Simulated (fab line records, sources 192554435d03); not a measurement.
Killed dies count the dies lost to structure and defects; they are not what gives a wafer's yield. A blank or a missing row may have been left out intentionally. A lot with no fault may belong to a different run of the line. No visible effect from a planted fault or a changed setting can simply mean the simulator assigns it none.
The tool behind it: which one? | flow n5_finfet | 72 wafers from 24 lots sampled at 4 of the route's 1938 steps

WHAT EACH GAUGE READ, for each wafer
N5_BEOL_M4_THK_MEAS_01.
lot  | measured     | on            | M4_ILD_THK (nm)
L074 | day 7 17:31  | film_metro-01 | 77.8 79.1 80.6
L075 | day 7 17:49  | film_metro-01 | 78.6 80.3 80.6
L077 | day 7 21:50  | film_metro-02 | 78.5 79.0 80.4
L076 | day 8 05:04  | film_metro-02 | 78.3 77.6 79.0
L078 | day 8 10:55  | film_metro-02 | 78.3 80.1 80.4
L079 | day 8 16:34  | film_metro-02 | 76.7 77.1 77.3
L080 | day 8 22:18  | film_metro-01 | 78.2 80.1 80.1
L081 | day 9 06:43  | film_metro-01 | 78.5 77.6 78.2
L082 | day 10 01:25 | film_metro-01 | 78.4 80.2 79.3
L083 | day 10 04:22 | film_metro-01 | 77.6 78.5 78.1
L084 | day 10 06:28 | film_metro-02 | 79.0 80.9 80.0
L085 | day 10 17:06 | film_metro-01 | 79.7 78.4 80.0
L086 | day 10 20:37 | film_metro-01 | 78.1 78.5 79.3
L087 | day 10 23:22 | film_metro-02 | 78.4 77.8 79.0
L088 | day 11 01:33 | film_metro-02 | 78.2 77.8 79.9
L089 | day 11 09:22 | film_metro-02 | 77.5 79.1 79.5
L090 | day 11 14:06 | film_metro-01 | 77.1 78.5 79.0
L092 | day 12 07:11 | film_metro-01 | 79.2 79.7 79.6
L093 | day 12 10:28 | film_metro-01 | 78.0 78.6 78.3
L094 | day 12 16:47 | film_metro-02 | 78.2 78.6 80.0
L095 | day 12 22:55 | film_metro-01 | 78.8 80.3 80.1
L096 | day 13 01:50 | film_metro-01 | 79.1 79.2 80.8
L097 | day 13 14:40 | film_metro-02 | 78.7 79.5 79.8
L091 | day 13 19:16 | film_metro-01 | 78.4 79.9 80.6

TOOL THAT RAN EACH LOT (tool first, then ch and the chambers of the sampled wafers, then the start)
lot  | N5_BEOL_M3_SPUTTER_81        | N5_BEOL_M3_SPUTTER_94        | N5_BEOL_M3_DEP_57
L074 | pvd_sputter-03, day 7 15:01  | pvd_sputter-03, day 7 16:07  | pecvd-01 ch 0,2, day 7 17:19
L075 | pvd_sputter-02, day 7 15:14  | pvd_sputter-02, day 7 16:20  | pecvd-03 ch 0,1, day 7 17:36
L077 | pvd_sputter-01, day 7 19:20  | pvd_sputter-01, day 7 20:26  | pecvd-03 ch 0,1, day 7 21:38
L076 | pvd_sputter-03, day 8 02:14  | pvd_sputter-03, day 8 03:20  | pecvd-03 ch 0,1, day 8 04:52
L078 | pvd_sputter-03, day 8 08:25  | pvd_sputter-03, day 8 09:31  | pecvd-03 ch 0,2, day 8 10:43
L079 | pvd_sputter-02, day 8 13:41  | pvd_sputter-02, day 8 14:47  | pecvd-03 ch 0,1,2, day 8 16:22
L080 | pvd_sputter-03, day 8 19:48  | pvd_sputter-03, day 8 20:54  | pecvd-01 ch 0,1,2, day 8 22:06
L081 | pvd_sputter-01, day 9 04:13  | pvd_sputter-01, day 9 05:19  | pecvd-02 ch 0,2, day 9 06:31
L082 | pvd_sputter-02, day 9 22:26  | pvd_sputter-02, day 9 23:32  | pecvd-02 ch 0,1, day 10 01:13
L083 | pvd_sputter-01, day 10 01:50 | pvd_sputter-01, day 10 02:56 | pecvd-01 ch 0,1, day 10 04:08
L084 | pvd_sputter-03, day 10 03:56 | pvd_sputter-03, day 10 05:02 | pecvd-03 ch 0,2, day 10 06:14
L085 | pvd_sputter-03, day 10 14:36 | pvd_sputter-03, day 10 15:42 | pecvd-03 ch 0,2, day 10 16:54
L086 | pvd_sputter-01, day 10 18:07 | pvd_sputter-01, day 10 19:13 | pecvd-02 ch 0,1, day 10 20:25
L087 | pvd_sputter-01, day 10 20:53 | pvd_sputter-01, day 10 21:59 | pecvd-02 ch 0,1,2, day 10 23:11
L088 | pvd_sputter-03, day 10 23:04 | pvd_sputter-03, day 11 00:10 | pecvd-01 ch 0,2, day 11 01:22
L089 | pvd_sputter-03, day 11 06:49 | pvd_sputter-03, day 11 07:55 | pecvd-03 ch 0,2, day 11 09:08
L090 | pvd_sputter-03, day 11 11:27 | pvd_sputter-03, day 11 12:33 | pecvd-03 ch 0,2, day 11 13:52
L092 | pvd_sputter-01, day 12 04:40 | pvd_sputter-01, day 12 05:46 | pecvd-02 ch 1,2, day 12 06:59
L093 | pvd_sputter-02, day 12 07:59 | pvd_sputter-02, day 12 09:05 | pecvd-01 ch 0,1, day 12 10:17
L094 | pvd_sputter-01, day 12 14:17 | pvd_sputter-01, day 12 15:23 | pecvd-01 ch 1,2, day 12 16:35
L095 | pvd_sputter-01, day 12 20:24 | pvd_sputter-01, day 12 21:30 | pecvd-01 ch 0,2, day 12 22:43
L096 | pvd_sputter-01, day 12 23:20 | pvd_sputter-01, day 13 00:26 | pecvd-01 ch 1,2, day 13 01:39
L097 | pvd_sputter-01, day 13 12:10 | pvd_sputter-01, day 13 13:16 | pecvd-01 ch 1,2, day 13 14:28
L091 | pvd_sputter-02, day 13 16:44 | pvd_sputter-02, day 13 17:50 | pecvd-03 ch 0,1, day 13 19:04
- N5_BEOL_M3_SPUTTER_81: material Cu, target thk 4.5 nm, time 8.29 s.
- N5_BEOL_M3_SPUTTER_94: material Cu, target thk 4.5 nm, time 8.29 s.
- N5_BEOL_M3_DEP_57: deposits SiCN from 3MS/NH3, target thk 8 nm, time 14 s.

AS READ BY THE TOOLS THEMSELVES (means over the sampled wafers that have a number; for cases with no such wafer, the mark the record gives instead)
N5_BEOL_M3_SPUTTER_81.
lot  | tool           | throttle_valve_pct (%)
L074 | pvd_sputter-03 | 29.4
L075 | pvd_sputter-02 | 29.8
L077 | pvd_sputter-01 | 31.1
L076 | pvd_sputter-03 | 29.4
L078 | pvd_sputter-03 | 30.0
L079 | pvd_sputter-02 | 29.6
L080 | pvd_sputter-03 | 29.4
L081 | pvd_sputter-01 | 30.5
L082 | pvd_sputter-02 | 29.7
L083 | pvd_sputter-01 | 30.6
L084 | pvd_sputter-03 | 29.5
L085 | pvd_sputter-03 | 30.0
L086 | pvd_sputter-01 | 29.9
L087 | pvd_sputter-01 | 29.8
L088 | pvd_sputter-03 | 29.5
L089 | pvd_sputter-03 | 30.3
L090 | pvd_sputter-03 | 28.9
L092 | pvd_sputter-01 | 30.3
L093 | pvd_sputter-02 | 29.2
L094 | pvd_sputter-01 | 30.4
L095 | pvd_sputter-01 | 30.6
L096 | pvd_sputter-01 | 30.4
L097 | pvd_sputter-01 | 30.3
L091 | pvd_sputter-02 | 29.5

N5_BEOL_M3_SPUTTER_94.
lot  | tool           | throttle_valve_pct (%)
L074 | pvd_sputter-03 | 29.5
L075 | pvd_sputter-02 | 29.8
L077 | pvd_sputter-01 | 31.0
L076 | pvd_sputter-03 | 29.5
L078 | pvd_sputter-03 | 30.2
L079 | pvd_sputter-02 | 29.6
L080 | pvd_sputter-03 | 29.2
L081 | pvd_sputter-01 | 30.3
L082 | pvd_sputter-02 | 29.7
L083 | pvd_sputter-01 | 30.7
L084 | pvd_sputter-03 | 29.5
L085 | pvd_sputter-03 | 30.1
L086 | pvd_sputter-01 | 29.8
L087 | pvd_sputter-01 | 29.7
L088 | pvd_sputter-03 | 29.5
L089 | pvd_sputter-03 | 30.5
L090 | pvd_sputter-03 | 29.0
L092 | pvd_sputter-01 | 30.3
L093 | pvd_sputter-02 | 29.2
L094 | pvd_sputter-01 | 30.3
L095 | pvd_sputter-01 | 30.6
L096 | pvd_sputter-01 | 30.4
L097 | pvd_sputter-01 | 30.3
L091 | pvd_sputter-02 | 29.3

N5_BEOL_M3_DEP_57.
lot  | tool     | rf_fwd_power_W (W) | showerhead_plenum_p_Torr (Torr) | throttle_valve_pct (%)
L074 | pecvd-01 | 200.5              | 3.667                           | 9.1
L075 | pecvd-03 | 200.1              | 3.661                           | 9.2
L077 | pecvd-03 | 199.7              | 3.655                           | 9.2
L076 | pecvd-03 | 199.7              | 3.667                           | 9.0
L078 | pecvd-03 | 199.1              | 3.667                           | 8.6
L079 | pecvd-03 | 200.1              | 3.663                           | 8.8
L080 | pecvd-01 | 199.6              | 3.663                           | 9.2
L081 | pecvd-02 | 200.4              | 3.660                           | 9.1
L082 | pecvd-02 | 200.9              | 3.680                           | 9.1
L083 | pecvd-01 | 199.0              | 3.653                           | 9.1
L084 | pecvd-03 | 199.0              | 3.661                           | 8.8
L085 | pecvd-03 | 200.3              | 3.661                           | 8.4
L086 | pecvd-02 | 200.4              | 3.679                           | 9.3
L087 | pecvd-02 | 200.8              | 3.662                           | 9.3
L088 | pecvd-01 | 201.2              | 3.672                           | 8.6
L089 | pecvd-03 | 199.5              | 3.660                           | 8.7
L090 | pecvd-03 | 199.3              | 3.657                           | 8.8
L092 | pecvd-02 | 200.6              | 3.668                           | 9.8
L093 | pecvd-01 | 198.0              | 3.657                           | 9.1
L094 | pecvd-01 | 199.1              | 3.656                           | 8.9
L095 | pecvd-01 | 200.1              | 3.671                           | 8.5
L096 | pecvd-01 | 200.1              | 3.670                           | 8.5
L097 | pecvd-01 | 198.4              | 3.658                           | 8.8
L091 | pecvd-03 | 199.9              | 3.664                           | 9.5

THE ANSWER, worked out from the rows above alone
Rule: the usual values come from the lots themselves. The widest of any qualifying gaps counts: lots, ordered by their means at a reading, are off when they make up no more than a third of the lots, leave a main group of 4 or more, and stand apart from it by 3 or more times the standard deviation of that group's means. A main group is skipped when, at the precision printed for the reading in the tables above, its means are all equal. Also off: a lot with no number at a reading for which 4 or more lots have one. Any other lot the step has rows for is counted as sound. Order of review: gauges by route order, followed by the tools' own readings, for which a lot's mean as printed above is used. The first step at which some lot is off is used, and at that step the reading that is off furthest; a lot without a number counts as furthest.
Across all readings shown, no lot is off: no conclusion can be drawn from this.

WHAT THE SIMULATOR HAD INSERTED
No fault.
